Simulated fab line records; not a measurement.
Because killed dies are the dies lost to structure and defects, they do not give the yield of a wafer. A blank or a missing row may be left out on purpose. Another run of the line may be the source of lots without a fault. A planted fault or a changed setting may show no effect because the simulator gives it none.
fab line records	flow n5-finfet
record lots=24	wafers=72	last-day=18
route steps=1938 shown BEOL_M12@1614 BEOL_M13@1672 BEOL_M14@1763 BEOL_M15@1774
lots untouched by any fault: they come from a run of this same line in which no faults occurred
start-h: start of the lot's first displayed wafer, in hours after the record's first day	wait-h: hours from the lot's prior step to this one	" repeats the value in the row above	L1.1+2: a row that stands for several wafers	- either no value or no given start	* or withheld: withheld	< > ~ a bound
route shown NAME@n: NAME is a module with steps in the file, n the number in the route of the first one	usual: mean and standard deviation over wafers with no fault	same: alike in all rows	chamber/n: place in a boat	sites: each site's reading	_std_site: the values' standard deviation	_edge_site: the outer-site mean with the inner-site mean subtracted	radius-mm: for every site, how far away it sits from the centre of the wafer	mask NAME#n: copy n	behind: the most recent tool/chamber to have shaped the wafer	hold: what put the lot on hold/how long, in hours/how the hold closed	device: names the non-switching transistor (n, p or np)	end of line: tests run on the same wafers once the route is complete	step lacking rows: just its recipe	killed: dies lost to structure and defects at the first sort, not the wafer's yield	map: a wafer's dies, marking killed ones x, the rest . and places with no die _
set.NAME: the run value of the setting; set.NAME@STEP: its run value at that earlier step	model.NAME: the simulator's own value behind a step, which no gauge read
the route's steps for a sample of lots (tables are steps, rows are wafers)
services: when a tool's chamber went out of use (start-h, in hours from the record's first day, below 0 if earlier), for how many hours, and the reason
## steps
# step N5_BEOL_M12_INSPECT_12
# recipe mode=adi	inspect-instrument=macro
# usual raw-defect-count=2.2/1.6
lot.wafer	tool	chamber	start-h	wait-h	raw-defect-count
L075.2	defect-inspect-01	-	239.42	0.0	3
L075.4	"	-	"	"	4
L075.5	"	-	"	"	0
L076.1	defect-inspect-01	-	247.47	0.0	1
L076.4	"	-	"	"	3
L076.5	"	-	"	"	0
L074.2	defect-inspect-02	-	248.47	0.0	5
L074.3	"	-	"	"	0
L074.6	"	-	"	"	2
L077.3	defect-inspect-01	-	254.46	0.0	1
L077.5	"	-	"	"	6
L077.6	"	-	"	"	1
L079.2	defect-inspect-02	-	278.25	0.0	1
L079.3	"	-	"	"	3
L079.6	"	-	"	"	0
L078.1	defect-inspect-01	-	280.69	0.0	4
L078.2	"	-	"	"	6
L078.5	"	-	"	"	2
L082.3	defect-inspect-01	-	285.05	0.0	5
L082.5	"	-	"	"	0
L082.6	"	-	"	"	6
L080.2	defect-inspect-01	-	285.83	0.0	1
L080.3	"	-	"	"	3
L080.5	"	-	"	"	3
L081.1	defect-inspect-02	-	287.01	0.0	1
L081.3	"	-	"	"	1
L081.6	"	-	"	"	3
L083.1	defect-inspect-02	-	297.69	0.0	3
L083.2	"	-	"	"	2
L083.6	"	-	"	"	1
L085.1	defect-inspect-02	-	298.01	0.0	1
L085.3	"	-	"	"	2
L085.6	"	-	"	"	3
L084.1	defect-inspect-01	-	298.71	0.0	1
L084.4	"	-	"	"	6
L084.5	"	-	"	"	2
L087.2	defect-inspect-02	-	318.22	0.0	4
L087.3	"	-	"	"	2
L087.5	"	-	"	"	7
L086.3	defect-inspect-01	-	319.41	0.0	0
L086.4	"	-	"	"	2
L086.5	"	-	"	"	1
L088.3	defect-inspect-02	-	322.57	0.0	4
L088.5	"	-	"	"	1
L088.6	"	-	"	"	3
L089.1	defect-inspect-01	-	328.55	0.0	3
L089.2	"	-	"	"	2
L089.3	"	-	"	"	1
L090.2	defect-inspect-01	-	337.40	0.0	2
L090.3	"	-	"	"	2
L090.4	"	-	"	"	0
L091.1	defect-inspect-01	-	338.11	0.0	5
L091.2	"	-	"	"	1
L091.4	"	-	"	"	1
L092.1	defect-inspect-01	-	344.59	0.0	1
L092.2	"	-	"	"	2
L092.3	"	-	"	"	3
L095.2	defect-inspect-02	-	357.72	0.0	1
L095.3	"	-	"	"	2
L095.6	"	-	"	"	3
L093.1	defect-inspect-02	-	366.12	0.0	1
L093.3	"	-	"	"	1
L093.5	"	-	"	"	1
L096.1	defect-inspect-02	-	374.23	0.0	2
L096.3	"	-	"	"	2
L096.4	"	-	"	"	1
L094.1	defect-inspect-02	-	374.39	0.0	1
L094.4	"	-	"	"	6
L094.5	"	-	"	"	0
L097.3	defect-inspect-02	-	383.49	0.0	4
L097.5	"	-	"	"	1
L097.6	"	-	"	"	2
# step N5_BEOL_M12_RS_MEAS_54
# recipe thk-meas-gauge=four-point-probe	reads=Cu_of_BEOL_M12_ECD_47+Ta_of_BEOL_M12_SPUTTER_44+TaN_of_BEOL_M12_SPUTTER_43
# usual M12_RS=0.0598/0.00075
lot.wafer	tool	chamber	start-h	wait-h	M12_RS[ohm/sq]
L075.2	film-metro-01	-	244.36	0.0	0.0602
L075.4	"	-	"	"	0.0604
L075.5	"	-	"	"	0.0607
L076.1	film-metro-02	-	250.93	0.0	0.0585
L076.4	"	-	"	"	0.0581
L076.5	"	-	"	"	0.0590
L074.2	film-metro-01	-	253.35	0.0	0.0602
L074.3	"	-	"	"	0.0593
L074.6	"	-	"	"	0.0601
L077.3	film-metro-02	-	259.06	0.0	0.0586
L077.5	"	-	"	"	0.0610
L077.6	"	-	"	"	0.0603
L079.2	film-metro-02	-	284.34	0.0	0.0594
L079.3	"	-	"	"	0.0608
L079.6	"	-	"	"	0.0599
L078.1	film-metro-01	-	285.67	0.1	0.0592
L078.2	"	-	"	"	0.0608
L078.5	"	-	"	"	0.0599
L082.3	film-metro-02	-	289.83	0.0	0.0605
L082.5	"	-	"	"	0.0602
L082.6	"	-	"	"	0.0608
L081.1	film-metro-02	-	290.97	0.0	0.0597
L081.3	"	-	"	"	0.0593
L081.6	"	-	"	"	0.0603
L080.2	film-metro-01	-	291.42	0.1	0.0591
L080.3	"	-	"	"	0.0597
L080.5	"	-	"	"	0.0606
L083.1	film-metro-01	-	301.56	0.0	0.0613
L083.2	"	-	"	"	0.0600
L083.6	"	-	"	"	0.0598
L085.1	film-metro-02	-	303.65	0.0	0.0590
L085.3	"	-	"	"	0.0599
L085.6	"	-	"	"	0.0611
L084.1	film-metro-01	-	310.64	0.0	0.0597
L084.4	"	-	"	"	0.0597
L084.5	"	-	"	"	0.0600
L086.3	film-metro-01	-	323.31	0.0	0.0610
L086.4	"	-	"	"	0.0602
L086.5	"	-	"	"	0.0606
L087.2	film-metro-01	-	326.20	0.1	0.0591
L087.3	"	-	"	"	0.0599
L087.5	"	-	"	"	0.0602
L088.3	film-metro-01	-	326.21	0.0	0.0591
L088.5	"	-	"	"	0.0594
L088.6	"	-	"	"	0.0590
L089.1	film-metro-02	-	335.10	0.1	0.0602
L089.2	"	-	"	"	0.0609
L089.3	"	-	"	"	0.0601
L090.2	film-metro-01	-	342.87	0.0	0.0596
L090.3	"	-	"	"	0.0584
L090.4	"	-	"	"	0.0609
L091.1	film-metro-02	-	343.77	0.0	0.0599
L091.2	"	-	"	"	0.0600
L091.4	"	-	"	"	0.0607
L092.1	film-metro-02	-	349.11	0.1	0.0602
L092.2	"	-	"	"	0.0587
L092.3	"	-	"	"	0.0597
L095.2	film-metro-02	-	362.48	0.0	0.0609
L095.3	"	-	"	"	0.0592
L095.6	"	-	"	"	0.0597
L093.1	film-metro-01	-	371.19	0.0	0.0604
L093.3	"	-	"	"	0.0588
L093.5	"	-	"	"	0.0579
L096.1	film-metro-02	-	378.82	0.0	0.0598
L096.3	"	-	"	"	0.0599
L096.4	"	-	"	"	0.0593
L094.1	film-metro-01	-	378.91	0.1	0.0596
L094.4	"	-	"	"	0.0592
L094.5	"	-	"	"	0.0600
L097.3	film-metro-01	-	389.86	0.0	0.0607
L097.5	"	-	"	"	0.0613
L097.6	"	-	"	"	0.0600
# step N5_BEOL_M13_DESCUM_15
# recipe chemistry=O2	time-s=7.9	source-power-w=50	bias-power-w=20	pressure-mtorr=20	rf-frequency-hz=2.712e+07	temp-c=40	o2-flow-sccm=225
# usual drypump-motor-current-A=5.42/0.3	o2-flow-sccm=224.9/0.78	oes-product-au=0.81/0.1	rf-vpp-V=243.3/1.2	showerhead-plenum-p-Torr=2.10/0.046	throttle-valve-pct=20.36/0.24
lot.wafer	tool	chamber	start-h	wait-h	drypump-motor-current-A	o2-flow-sccm	oes-product-au	rf-hours-counter-h	rf-vpp-V	showerhead-plenum-p-Torr	throttle-valve-pct
L075.2	rie-diel-05	0	245.12	0.1	5.02	225.4	0.98	7	242.5	2.12	20.26
L075.4	"	3	"	"	5.32	226.0	0.72	179	242.7	2.08	20.50
L075.5	"	0	"	"	5.01	224.9	0.97	-	244.7	2.12	20.27
L076.1	rie-diel-05	2	251.68	0.0	5.67	226.1	0.89	26	244.0	2.13	20.15
L076.4	"	0	"	"	5.03	225.5	0.98	10	243.2	2.12	20.25
L076.5	"	3	"	"	5.30	224.7	0.73	-	242.6	2.08	20.48
L074.2	rie-diel-05	2	254.09	0.0	5.66	225.9	0.91	28	244.3	2.13	20.11
L074.3	"	0	"	"	5.02	225.3	0.97	11	243.6	2.12	20.27
L074.6	"	1	"	"	5.44	225.5	0.89	-	242.7	2.04	20.08
L077.3	rie-diel-05	0	259.78	0.1	5.00	224.7	0.96	14	244.6	2.12	20.27
L077.5	"	0	"	"	5.01	225.0	0.96	-	244.5	2.12	20.26
L077.6	"	1	"	"	5.47	224.3	0.89	-	242.1	2.04	20.06
L079.2	rie-diel-03	1	285.00	0.0	5.27	225.6	0.78	93	245.1	2.21	20.46
L079.3	"	3	"	"	5.16	225.7	0.94	13	244.4	2.12	20.21
L079.6	"	1	"	"	5.29	225.3	0.78	-	246.4	2.21	20.45
L078.1	rie-diel-05	1	286.27	0.0	5.46	225.6	0.87	56	241.4	2.04	20.08
L078.2	"	0	"	"	4.98	224.4	0.96	21	243.8	2.11	20.28
L078.5	"	1	"	"	5.48	226.4	0.87	-	242.5	2.04	20.09
L082.3	rie-diel-06	3	290.53	0.1	5.31	226.0	0.68	200	243.3	2.08	20.69
L082.5	"	3	"	"	5.31	226.6	0.68	-	242.4	2.08	20.70
L082.6	"	1	"	"	5.42	225.4	0.88	-	245.0	2.12	20.13
L081.1	rie-diel-06	2	291.57	0.0	5.88	225.3	0.72	220	242.9	2.08	20.84
L081.3	"	3	"	"	5.32	224.2	0.68	201	242.0	2.08	20.69
L081.6	"	3	"	"	5.33	223.9	0.68	-	241.7	2.08	20.69
L080.2	rie-diel-06	3	292.02	0.0	5.34	226.2	0.68	201	243.4	2.08	20.69
L080.3	"	1	"	"	5.44	224.5	0.89	29	243.6	2.12	20.12
L080.5	"	1	"	"	5.46	224.2	0.89	-	243.5	2.12	20.11
L083.1	rie-diel-06	2	302.29	0.0	5.91	223.8	0.72	224	240.3	2.07	20.86
L083.2	"	0	"	"	5.07	224.5	0.71	184	244.5	2.18	20.44
L083.6	"	0	"	"	5.10	225.0	0.71	-	244.1	2.18	20.40
L085.1	rie-diel-03	3	304.38	0.0	5.14	225.7	0.92	19	243.3	2.12	20.23
L085.3	"	2	"	"	5.24	224.0	0.92	12	241.9	2.06	20.27
L085.6	"	1	"	"	5.30	223.4	0.78	-	244.2	2.20	20.45
L084.1	rie-diel-03	2	311.37	0.0	5.24	224.3	0.92	14	241.9	2.06	20.26
L084.4	"	1	"	"	5.27	224.1	0.77	100	246.1	2.20	20.46
L084.5	"	3	"	"	5.14	225.6	0.91	-	242.5	2.12	20.24
L086.3	rie-diel-03	3	324.04	0.0	5.15	223.9	0.91	24	244.6	2.12	20.24
L086.4	"	1	"	"	5.27	225.7	0.76	106	245.1	2.20	20.46
L086.5	"	0	"	"	5.94	223.7	0.69	-	241.6	2.06	20.23
L087.2	rie-diel-05	0	326.97	0.1	5.00	226.3	0.93	34	243.9	2.11	20.31
L087.3	"	2	"	"	5.71	225.4	0.87	44	243.9	2.12	20.15
L087.5	"	0	"	"	5.02	224.9	0.91	-	243.5	2.11	20.30
L088.3	rie-diel-05	2	327.27	0.2	5.68	225.2	0.88	44	243.4	2.12	20.15
L088.5	"	0	"	"	5.04	225.1	0.92	-	243.7	2.11	20.29
L088.6	"	1	"	"	5.46	225.0	0.85	-	242.5	2.04	20.12
L089.1	rie-diel-06	2	335.83	0.0	5.93	224.6	0.71	232	244.1	2.07	20.85
L089.2	"	3	"	"	5.33	224.9	0.67	214	242.7	2.07	20.70
L089.3	"	1	"	"	5.43	224.6	0.88	41	241.7	2.12	20.13
L090.2	rie-diel-03	3	343.76	0.3	5.14	224.5	0.89	30	244.6	2.11	20.25
L090.3	"	1	"	"	5.28	224.5	0.77	111	243.6	2.20	20.47
L090.4	"	0	"	"	5.93	225.5	0.68	244	243.0	2.06	20.23
L091.1	rie-diel-03	2	344.37	0.0	5.26	226.5	0.89	24	243.4	2.06	20.27
L091.2	"	1	"	"	5.28	225.2	0.76	111	244.0	2.20	20.48
L091.4	"	0	"	"	5.93	224.1	0.68	244	242.6	2.06	20.24
L092.1	rie-diel-03	0	349.72	0.0	5.95	224.3	0.68	246	242.6	2.06	20.22
L092.2	"	3	"	"	5.13	224.4	0.88	32	243.1	2.11	20.24
L092.3	"	2	"	"	5.23	224.8	0.89	26	243.6	2.06	20.28
L095.2	rie-diel-06	2	363.09	0.0	5.91	224.9	0.71	241	242.1	2.07	20.88
L095.3	"	0	"	"	5.08	223.9	0.70	201	245.3	2.17	20.45
L095.6	"	2	"	"	5.93	224.5	0.71	-	244.3	2.07	20.89
L093.1	rie-diel-05	2	372.27	0.4	5.68	223.9	0.86	58	245.5	2.12	20.16
L093.3	"	0	"	"	5.04	224.3	0.90	48	243.5	2.11	20.32
L093.5	"	3	"	"	5.32	225.0	0.69	-	243.3	2.06	20.56
L096.1	rie-diel-06	3	379.55	0.0	5.36	225.0	0.67	227	243.5	2.07	20.74
L096.3	"	0	"	"	5.07	223.4	0.70	206	244.9	2.17	20.44
L096.4	"	2	"	"	5.91	224.0	0.70	246	242.1	2.07	20.89
L094.1	rie-diel-03	2	379.71	0.0	5.29	224.4	0.87	37	242.9	2.05	20.29
L094.4	"	1	"	"	5.28	224.3	0.75	124	245.2	2.19	20.48
L094.5	"	2	"	"	5.25	224.4	0.86	-	242.8	2.05	20.30
L097.3	rie-diel-03	3	390.92	0.3	5.17	226.2	0.86	46	243.4	2.11	20.25
L097.5	"	0	"	"	5.95	225.1	0.99	-	242.7	2.05	20.00
L097.6	"	1	"	"	5.29	225.8	0.73	-	244.7	2.19	20.50
# step N5_BEOL_M13_OCD_MEAS_35
# usual trench-depth-nm=416/8.1
lot.wafer	tool	chamber	start-h	wait-h	trench-depth-nm
L075.2	ocd-02	-	246.77	0.0	401
L075.4	"	-	"	"	415
L075.5	"	-	"	"	419
L076.1	ocd-01	-	253.39	0.0	425
L076.4	"	-	"	"	418
L076.5	"	-	"	"	414
L074.2	ocd-02	-	255.62	0.0	415
L074.3	"	-	"	"	430
L074.6	"	-	"	"	419
L077.3	ocd-01	-	261.44	0.0	409
L077.5	"	-	"	"	401
L077.6	"	-	"	"	411
L079.2	ocd-02	-	286.52	0.0	422
L079.3	"	-	"	"	400
L079.6	"	-	"	"	423
L078.1	ocd-01	-	287.92	0.0	419
L078.2	"	-	"	"	420
L078.5	"	-	"	"	414
L082.3	ocd-02	-	292.06	0.0	409
L082.5	"	-	"	"	407
L082.6	"	-	"	"	428
L081.1	ocd-01	-	293.75	0.0	424
L081.3	"	-	"	"	418
L081.6	"	-	"	"	427
L080.2	ocd-02	-	293.89	0.0	416
L080.3	"	-	"	"	406
L080.5	"	-	"	"	395
L083.1	ocd-01	-	303.81	0.0	425
L083.2	"	-	"	"	421
L083.6	"	-	"	"	425
L085.1	ocd-01	-	306.11	0.0	427
L085.3	"	-	"	"	425
L085.6	"	-	"	"	425
L084.1	ocd-02	-	312.89	0.0	424
L084.4	"	-	"	"	405
L084.5	"	-	"	"	421
L086.3	ocd-01	-	325.70	0.0	392
L086.4	"	-	"	"	416
L086.5	"	-	"	"	415
L087.2	ocd-01	-	328.50	0.0	417
L087.3	"	-	"	"	416
L087.5	"	-	"	"	416
L088.3	ocd-02	-	328.92	0.0	427
L088.5	"	-	"	"	412
L088.6	"	-	"	"	419
L089.1	ocd-01	-	337.48	0.0	421
L089.2	"	-	"	"	428
L089.3	"	-	"	"	427
L090.2	ocd-02	-	345.42	0.0	422
L090.3	"	-	"	"	410
L090.4	"	-	"	"	401
L091.1	ocd-02	-	346.02	0.0	420
L091.2	"	-	"	"	404
L091.4	"	-	"	"	417
L092.1	ocd-01	-	351.24	0.0	416
L092.2	"	-	"	"	420
L092.3	"	-	"	"	408
L095.2	ocd-02	-	364.74	0.0	426
L095.3	"	-	"	"	421
L095.6	"	-	"	"	413
L093.1	ocd-01	-	373.92	0.0	416
L093.3	"	-	"	"	419
L093.5	"	-	"	"	419
L096.1	ocd-02	-	381.20	0.0	420
L096.3	"	-	"	"	414
L096.4	"	-	"	"	414
L094.1	ocd-01	-	381.23	0.0	413
L094.4	"	-	"	"	424
L094.5	"	-	"	"	415
L097.3	ocd-01	-	392.45	0.0	404
L097.5	"	-	"	"	421
L097.6	"	-	"	"	402
# step N5_BEOL_M14_SPUTTER_44
# recipe material=Ta	target-thk-a=150	temp-c=50	bias-v=80	power-w=15000	chamber-pressure-pa=0.07	time-s=24.19
# usual throttle-valve-pct=29.3/1.1
lot.wafer	tool	chamber	start-h	wait-h	throttle-valve-pct
L075.2	pvd-sputter-03	-	255.97	0.0	29.3
L075.4	"	-	"	"	30.4
L075.5	"	-	"	"	30.1
L076.1	pvd-sputter-01	-	260.01	0.0	29.5
L076.4	"	-	"	"	29.8
L076.5	"	-	"	"	30.5
L074.2	pvd-sputter-02	-	264.85	0.0	30.7
L074.3	"	-	"	"	30.0
L074.6	"	-	"	"	28.2
L077.3	pvd-sputter-01	-	274.38	0.0	27.3
L077.5	"	-	"	"	30.6
L077.6	"	-	"	"	29.6
L079.2	pvd-sputter-01	-	296.73	0.0	29.5
L079.3	"	-	"	"	30.4
L079.6	"	-	"	"	29.7
L078.1	pvd-sputter-03	-	297.24	0.0	29.6
L078.2	"	-	"	"	27.5
L078.5	"	-	"	"	29.2
L082.3	pvd-sputter-03	-	297.60	0.0	29.1
L082.5	"	-	"	"	29.8
L082.6	"	-	"	"	27.6
L081.1	pvd-sputter-03	-	304.54	0.0	27.5
L081.3	"	-	"	"	28.7
L081.6	"	-	"	"	30.3
L080.2	pvd-sputter-03	-	306.44	0.0	29.8
L080.3	"	-	"	"	27.5
L080.5	"	-	"	"	29.5
L083.1	pvd-sputter-03	-	310.62	0.0	29.4
L083.2	"	-	"	"	30.2
L083.6	"	-	"	"	29.3
L085.1	pvd-sputter-03	-	315.33	0.0	29.7
L085.3	"	-	"	"	30.4
L085.6	"	-	"	"	29.6
L084.1	pvd-sputter-03	-	320.61	0.0	29.5
L084.4	"	-	"	"	29.4
L084.5	"	-	"	"	29.6
L086.3	pvd-sputter-03	-	332.84	0.0	30.5
L086.4	"	-	"	"	29.4
L086.5	"	-	"	"	30.3
L087.2	pvd-sputter-01	-	340.98	0.0	29.4
L087.3	"	-	"	"	30.2
L087.5	"	-	"	"	29.4
L088.3	pvd-sputter-02	-	341.77	0.0	30.4
L088.5	"	-	"	"	28.1
L088.6	"	-	"	"	30.0
L089.1	pvd-sputter-02	-	344.61	0.0	27.9
L089.2	"	-	"	"	30.8
L089.3	"	-	"	"	29.7
L090.2	pvd-sputter-03	-	354.94	0.0	27.4
L090.3	"	-	"	"	29.4
L090.4	"	-	"	"	30.2
L091.1	pvd-sputter-01	-	355.53	0.0	27.2
L091.2	"	-	"	"	30.2
L091.4	"	-	"	"	29.4
L092.1	pvd-sputter-02	-	361.09	0.0	30.4
L092.2	"	-	"	"	30.9
L092.3	"	-	"	"	28.1
L095.2	pvd-sputter-02	-	376.52	0.0	28.3
L095.3	"	-	"	"	30.3
L095.6	"	-	"	"	30.8
L093.1	pvd-sputter-01	-	383.64	0.0	29.4
L093.3	"	-	"	"	27.4
L093.5	"	-	"	"	30.3
L096.1	pvd-sputter-03	-	386.61	0.0	29.6
L096.3	"	-	"	"	30.2
L096.4	"	-	"	"	27.6
L094.1	pvd-sputter-03	-	387.25	0.0	29.8
L094.4	"	-	"	"	29.5
L094.5	"	-	"	"	27.3
L097.3	pvd-sputter-01	-	403.73	0.0	29.2
L097.5	"	-	"	"	27.1
L097.6	"	-	"	"	29.4
# step N5_BEOL_M15_THK_MEAS_01
# recipe reads=SiO2_of_BEOL_M15_ILD_DEP_00
# usual M15_ILD_THK=1631/27
lot.wafer	tool	chamber	start-h	wait-h	M15_ILD_THK[nm]
L075.2	film-metro-02	-	257.42	0.1	1644
L075.4	"	-	"	"	1619
L075.5	"	-	"	"	1647
L076.1	film-metro-01	-	261.53	0.1	1615
L076.4	"	-	"	"	1649
L076.5	"	-	"	"	1638
L074.2	film-metro-01	-	266.27	0.1	1577
L074.3	"	-	"	"	1612
L074.6	"	-	"	"	1633
L077.3	film-metro-01	-	275.80	0.1	1612
L077.5	"	-	"	"	1680
L077.6	"	-	"	"	1647
L079.2	film-metro-02	-	298.29	0.1	1612
L079.3	"	-	"	"	1656
L079.6	"	-	"	"	1652
L078.1	film-metro-02	-	298.83	0.1	1652
L078.2	"	-	"	"	1626
L078.5	"	-	"	"	1626
L082.3	film-metro-01	-	299.29	0.1	1617
L082.5	"	-	"	"	1665
L082.6	"	-	"	"	1640
L081.1	film-metro-02	-	306.08	0.1	1641
L081.3	"	-	"	"	1603
L081.6	"	-	"	"	1632
L080.2	film-metro-01	-	307.86	0.1	1628
L080.3	"	-	"	"	1602
L080.5	"	-	"	"	1663
L083.1	film-metro-02	-	312.04	0.1	1596
L083.2	"	-	"	"	1569
L083.6	"	-	"	"	1634
L085.1	film-metro-01	-	316.77	0.1	1607
L085.3	"	-	"	"	1568
L085.6	"	-	"	"	1639
L084.1	film-metro-02	-	322.30	0.1	1661
L084.4	"	-	"	"	1640
L084.5	"	-	"	"	1661
L086.3	film-metro-01	-	335.57	0.1	1616
L086.4	"	-	"	"	1628
L086.5	"	-	"	"	1668
L087.2	film-metro-02	-	342.52	0.3	1635
L087.3	"	-	"	"	1657
L087.5	"	-	"	"	1636
L088.3	film-metro-02	-	343.54	0.1	1595
L088.5	"	-	"	"	1641
L088.6	"	-	"	"	1641
L089.1	film-metro-02	-	346.03	0.1	1625
L089.2	"	-	"	"	1613
L089.3	"	-	"	"	1620
L090.2	film-metro-02	-	356.82	0.1	1616
L090.3	"	-	"	"	1598
L090.4	"	-	"	"	1600
L091.1	film-metro-02	-	357.30	0.1	1615
L091.2	"	-	"	"	1573
L091.4	"	-	"	"	1586
L092.1	film-metro-02	-	362.53	0.1	1604
L092.2	"	-	"	"	1616
L092.3	"	-	"	"	1562
L095.2	film-metro-01	-	378.05	0.3	1635
L095.3	"	-	"	"	1684
L095.6	"	-	"	"	1655
L093.1	film-metro-01	-	385.06	0.1	1661
L093.3	"	-	"	"	1596
L093.5	"	-	"	"	1646
L096.1	film-metro-02	-	388.14	0.2	1657
L096.3	"	-	"	"	1686
L096.4	"	-	"	"	1668
L094.1	film-metro-02	-	390.06	0.2	1615
L094.4	"	-	"	"	1657
L094.5	"	-	"	"	1671
L097.3	film-metro-01	-	405.64	0.1	1607
L097.5	"	-	"	"	1659
L097.6	"	-	"	"	1613
## services
tool	chamber	start-h	hours	kind
rie-diel-03	-	223.67	1.2	repair
rie-diel-06	3	226.39	4.2	repair
rie-diel-06	2	227.03	16.7	repair
pvd-sputter-02	-	239.55	2.6	repair
rie-diel-03	2	249.30	-	clean
rie-diel-03	2	249.30	-	consumable-replace:focus-ring
rie-diel-03	2	249.30	16.8	scheduled-down
rie-diel-03	2	249.30	16.8	vent-cycle
rie-diel-03	-	252.99	2.8	pm
rie-diel-03	3	257.10	10.3	repair
rie-diel-03	0	275.51	4.4	repair
rie-diel-03	-	281.98	0.1	repair
rie-diel-06	0	287.29	12.3	repair
rie-diel-05	2	295.07	17.0	repair
pvd-sputter-01	-	306.96	5.3	repair
rie-diel-05	2	316.07	4.0	repair
rie-diel-03	3	317.28	3.7	repair
pvd-sputter-01	-	347.23	7.8	repair
rie-diel-03	0	360.38	-	clean
rie-diel-03	0	360.38	-	consumable-replace:focus-ring
rie-diel-03	0	360.38	16.6	scheduled-down
pvd-sputter-01	-	365.53	1.5	repair
rie-diel-05	1	370.48	4.3	repair
rie-diel-05	1	375.69	6.9	repair
## key
fault none
